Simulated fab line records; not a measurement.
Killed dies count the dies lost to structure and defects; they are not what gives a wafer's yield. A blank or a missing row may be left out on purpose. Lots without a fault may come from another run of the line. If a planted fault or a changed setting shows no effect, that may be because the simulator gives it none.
Matching of chambers || flow nand_harc || NHARC_A_STAIRCASE_CMP_152 on cmp-02: 4 sister chambers
The step polishes. 22 wafers are shown with their chamber, then 11 later ones without.

== WAFERS WITH THEIR CHAMBER ==
{"wafer": "L075.1", "chamber": 3, "motor_current_A (A)": 9.8}
{"wafer": "L075.4", "chamber": 0, "motor_current_A (A)": 13.2}
{"wafer": "L075.5", "chamber": 3, "motor_current_A (A)": 9.3}
{"wafer": "L075.2", "chamber": 1, "motor_current_A (A)": 12.7}
{"wafer": "L075.3", "chamber": 2, "motor_current_A (A)": 13.8}
{"wafer": "L075.6", "chamber": 0, "motor_current_A (A)": 12.1}
{"wafer": "L077.1", "chamber": 1, "motor_current_A (A)": 12.2}
{"wafer": "L077.5", "chamber": 1, "motor_current_A (A)": 12.7}
{"wafer": "L077.6", "chamber": 2, "motor_current_A (A)": 14.0}
{"wafer": "L081.1", "chamber": 0, "motor_current_A (A)": 13.4}
{"wafer": "L081.3", "chamber": 3, "motor_current_A (A)": 9.8}
{"wafer": "L081.4", "chamber": 2, "motor_current_A (A)": 13.6}
{"wafer": "L080.2", "chamber": 1, "motor_current_A (A)": 12.4}
{"wafer": "L080.4", "chamber": 0, "motor_current_A (A)": 13.5}
{"wafer": "L080.6", "chamber": 2, "motor_current_A (A)": 14.5}
{"wafer": "L085.3", "chamber": 1, "motor_current_A (A)": 11.9}
{"wafer": "L085.4", "chamber": 0, "motor_current_A (A)": 13.0}
{"wafer": "L085.5", "chamber": 2, "motor_current_A (A)": 13.3}
{"wafer": "L086.1", "chamber": 1, "motor_current_A (A)": 12.9}
{"wafer": "L086.4", "chamber": 0, "motor_current_A (A)": 12.2}
{"wafer": "L086.6", "chamber": 3, "motor_current_A (A)": 9.3}
{"wafer": "L090.1", "chamber": 0, "motor_current_A (A)": 13.4}

SIGNATURES (averages over the wafers above)
{"reading": "motor_current_A", "chamber 0": 12.971, "chamber 1": 12.467, "chamber 2": 13.840, "chamber 3": 9.550, "scatter within a chamber": 0.46}
Rule: distance of a wafer from a chamber = root of the sum over the readings of ((wafer's reading minus chamber's mean) / reading's scatter) squared. If the next closest chamber is less than 2 further off than the closest, the wafer can't be placed; otherwise it belongs to the closest. The scatter: the root of (the sum of the squares of (reading less its chamber's mean) over the shown wafers, divided by (wafers less chambers)).

== WAFERS WITH NO CHAMBER GIVEN ==
{"wafer": "L090.2", "motor_current_A (A)": 9.6}
{"wafer": "L090.4", "motor_current_A (A)": 13.1}
{"wafer": "L093.1", "motor_current_A (A)": 13.1}
{"wafer": "L093.2", "motor_current_A (A)": 13.1}
{"wafer": "L093.3", "motor_current_A (A)": 9.7}
{"wafer": "L095.1", "motor_current_A (A)": 12.9}
{"wafer": "L095.2", "motor_current_A (A)": 12.2}
{"wafer": "L095.6", "motor_current_A (A)": 12.3}
{"wafer": "L097.1", "motor_current_A (A)": 9.5}
{"wafer": "L097.3", "motor_current_A (A)": 13.3}
{"wafer": "L097.6", "motor_current_A (A)": 13.3}

== CHAMBER TAKEN BY EACH ==
{"wafer": "L090.2", "from the rows above": 3, "in truth": 3}
{"wafer": "L090.4", "from the rows above": "can't be placed: 0 or 1 or 2", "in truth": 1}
{"wafer": "L093.1", "from the rows above": "can't be placed: 0 or 1 or 2", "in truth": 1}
{"wafer": "L093.2", "from the rows above": "can't be placed: 0 or 1 or 2", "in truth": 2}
{"wafer": "L093.3", "from the rows above": 3, "in truth": 3}
{"wafer": "L095.1", "from the rows above": "can't be placed: 0 or 1 or 2", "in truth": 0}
{"wafer": "L095.2", "from the rows above": "can't be placed: 1 or 0", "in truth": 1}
{"wafer": "L095.6", "from the rows above": "can't be placed: 1 or 0", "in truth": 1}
{"wafer": "L097.1", "from the rows above": 3, "in truth": 3}
{"wafer": "L097.3", "from the rows above": "can't be placed: 0 or 2 or 1", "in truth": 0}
{"wafer": "L097.6", "from the rows above": "can't be placed: 0 or 2 or 1", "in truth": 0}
3 of 11 placed correctly. Not placeable from these rows: 8 (in 8, the candidates include the true chamber). 0 placed wrongly.
